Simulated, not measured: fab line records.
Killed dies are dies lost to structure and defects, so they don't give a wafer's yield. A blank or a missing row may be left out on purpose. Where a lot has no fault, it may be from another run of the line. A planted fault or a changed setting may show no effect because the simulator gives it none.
Chamber matching + flow n5-finfet + cmp-04 running N5_BEOL_M1_CMP_52: 4 sister chambers
The step polishes, stops on SiOC, t overpolish 6.8 s, target thk 40 nm. 8 wafers are shown with their chamber, then 11 later ones without.

WAFERS PAIRED WITH THEIR CHAMBERS
| wafer  | chamber | motor-current-A (A) | time-to-endpoint-s (s) |
|--------|---------|---------------------|------------------------|
| L083.5 | 1       | 5.6                 | 58.8                   |
| L084.3 | 1       | 5.3                 | 61.3                   |
| L084.4 | 3       | 6.7                 | 56.7                   |
| L084.6 | 0       | 7.4                 | 60.5                   |
| L086.2 | 2       | 6.1                 | 63.6                   |
| L086.3 | 0       | 7.3                 | 64.5                   |
| L086.5 | 2       | 5.4                 | 61.5                   |
| L089.1 | 3       | 6.9                 | 62.7                   |

WAFERS WHOSE CHAMBER IS MISSING
| wafer  | motor-current-A (A) | time-to-endpoint-s (s) |
|--------|---------------------|------------------------|
| L089.5 | 5.8                 | 61.2                   |
| L089.6 | 7.4                 | 57.8                   |
| L094.1 | 6.8                 | 60.7                   |
| L094.2 | 7.2                 | 66.7                   |
| L094.3 | 5.6                 | 61.7                   |
| L095.2 | 5.6                 | 61.3                   |
| L095.3 | 6.7                 | 57.0                   |
| L095.5 | 5.5                 | 61.3                   |
| L096.2 | 5.5                 | 61.6                   |
| L096.4 | 5.7                 | 66.1                   |
| L096.5 | 5.3                 | 65.0                   |

WHICH CHAMBER EACH WENT THROUGH
| wafer  | from the rows above     | in truth |
|--------|-------------------------|----------|
| L089.5 | can't be placed: 2 or 1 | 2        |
| L089.6 | can't be placed: 0 or 3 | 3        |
| L094.1 | can't be placed: 3 or 0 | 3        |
| L094.2 | can't be placed: 0 or 3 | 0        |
| L094.3 | can't be placed: 2 or 1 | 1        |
| L095.2 | can't be placed: 1 or 2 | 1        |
| L095.3 | 3                       | 3        |
| L095.5 | can't be placed: 1 or 2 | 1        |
| L096.2 | can't be placed: 1 or 2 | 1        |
| L096.4 | can't be placed: 2 or 1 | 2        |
| L096.5 | can't be placed: 2 or 1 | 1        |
1 of 11 placed correctly. Can't be placed from these rows: 10 (the true chamber is among the candidates in 10). Wrongly placed: 0.
How it was worked out, from the rows above alone: a wafer's distance from a chamber is the root of the sum, over the readings, of the square of ((its reading less the chamber's mean) divided by the reading's scatter). If the next closest chamber is less than 2 further off than the closest, the wafer can't be placed; otherwise it belongs to the closest. Each chamber's mean is taken over the wafers shown for it. The scatter is the square root of a quotient: the sum, over the shown wafers, of each reading's squared deviation from its chamber's mean, divided by wafers minus chambers.
